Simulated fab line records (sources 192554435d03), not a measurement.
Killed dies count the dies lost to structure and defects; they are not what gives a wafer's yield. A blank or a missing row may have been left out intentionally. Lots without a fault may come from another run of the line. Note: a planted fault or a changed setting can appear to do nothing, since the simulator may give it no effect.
Which tool is to blame? | flow n5_finfet | 27 wafers from 10 lots sampled at 5 of the route's 1938 steps

== WHAT EACH GAUGE READ, for each wafer ==
N5_BEOL_M4_RC_MEAS_101.
lot  | measured     | on        | DIBL_N (mV/V)
L438 | day 9 08:19  | prober-01 | 37.3 35.1 38.7
L439 | day 9 11:50  | prober-02 | 35.4 35.8
L441 | day 10 07:00 | prober-01 | 36.8 36.9 35.7
L444 | day 10 11:12 | prober-02 | 35.7 37.4
L445 | day 10 20:38 | prober-01 | 35.1 35.5
L452 | day 12 15:20 | prober-01 | 34.7 35.2 34.3
L453 | day 13 16:50 | prober-02 | 34.6 36.1 35.8
L455 | day 13 21:12 | prober-01 | 35.8 32.8 34.9
L456 | day 14 01:19 | prober-02 | 37.1 36.4 36.6
L458 | day 15 00:24 | prober-02 | 35.8 35.0 35.3

== TOOL THAT RAN EACH LOT (tool first, then ch and the chambers of the sampled wafers, then the start) ==
lot  | N5_GATE_CUT_DESCUM_18              | N5_GATE_CUT_CUT_ETCH_54           | N5_GATE_CUT_VAPOR_ETCH_51         | N5_GATE_CUT_ALD_22
L438 | rie_diel-04 ch 1,2,3, day 5 09:07  | rie_metal-02 ch 0,1, day 5 09:34  | rie_metal-02 ch 0,1, day 5 09:44  | ald_sin-03 ch 0,1,3, day 5 09:58
L439 | rie_diel-04 ch 0,1, day 5 20:07    | rie_metal-02 ch 0,1, day 5 20:35  | rie_metal-02 ch 0,1, day 5 20:46  | ald_sin-04 ch 0,2, day 5 21:02
L441 | rie_diel-01 ch 0,1,3, day 6 02:38  | rie_metal-03 ch 0, day 6 03:09    | rie_metal-03 ch 0, day 6 03:31    | ald_sin-02 ch 0,2,3, day 6 04:07
L444 | rie_diel-01 ch 1,2, day 6 21:16    | rie_metal-02 ch 0,1, day 6 21:43  | rie_metal-02 ch 0,1, day 6 21:53  | ald_sin-04 ch 1,3, day 6 22:18
L445 | rie_diel-02 ch 0,2, day 7 02:49    | rie_metal-02 ch 0,1, day 7 03:16  | rie_metal-02 ch 0,1, day 7 03:27  | ald_sin-04 ch 1,3, day 7 03:39
L452 | rie_diel-01 ch 1,2, day 8 21:17    | rie_metal-03 ch 0,1, day 8 21:44  | rie_metal-03 ch 0,1, day 8 21:55  | ald_sin-04 ch 1,2, day 8 23:47
L453 | rie_diel-04 ch 0,2,3, day 9 01:37  | rie_metal-01 ch 0,1, day 9 02:04  | rie_metal-01 ch 0,1, day 9 02:15  | ald_sin-04 ch 0,2,3, day 9 02:27
L455 | rie_diel-02 ch 2,3, day 9 13:23    | rie_metal-02 ch 0,1, day 9 13:50  | rie_metal-02 ch 0,1, day 9 14:01  | ald_sin-03 ch 1,3, day 9 14:14
L456 | rie_diel-02 ch 0,1,2, day 9 22:01  | rie_metal-02 ch 0,1, day 9 22:29  | rie_metal-02 ch 0,1, day 9 22:40  | ald_sin-03 ch 0,1,3, day 9 22:52
L458 | rie_diel-02 ch 1,2,3, day 10 08:27 | rie_metal-03 ch 0,1, day 10 08:55 | rie_metal-03 ch 0,1, day 10 09:05 | ald_sin-02 ch 0,1,3, day 10 09:17
- N5_GATE_CUT_DESCUM_18: chemistry O2, time 7 s.
- N5_GATE_CUT_CUT_ETCH_54: etches TiN in Cl2/BCl3, target depth 96.7 nm.
- N5_GATE_CUT_VAPOR_ETCH_51: etches HfO2 in BCl3/Cl2.
- N5_GATE_CUT_ALD_22: deposits SiNx, target thk 16 nm, pulse time 1 s, ald cycles 320.

== THE ANSWER, worked out from the rows above alone ==
Rule: the lots themselves supply what counts as usual. The widest of any qualifying gaps counts: lots, ordered by their means at a reading, are off when they make up no more than a third of the lots, leave a main group of 4 or more, and stand apart from it by 3 or more times the standard deviation of that group's means. If all means in a main group match to the digits the tables above print for the reading, that group is not used. Also off: a lot with no number at a reading for which 4 or more lots have one. All remaining lots with rows at the step are treated as sound.
None of the lots is off at any reading shown; this tells nothing.

== WHAT THE SIMULATOR HAD PUT IN ==
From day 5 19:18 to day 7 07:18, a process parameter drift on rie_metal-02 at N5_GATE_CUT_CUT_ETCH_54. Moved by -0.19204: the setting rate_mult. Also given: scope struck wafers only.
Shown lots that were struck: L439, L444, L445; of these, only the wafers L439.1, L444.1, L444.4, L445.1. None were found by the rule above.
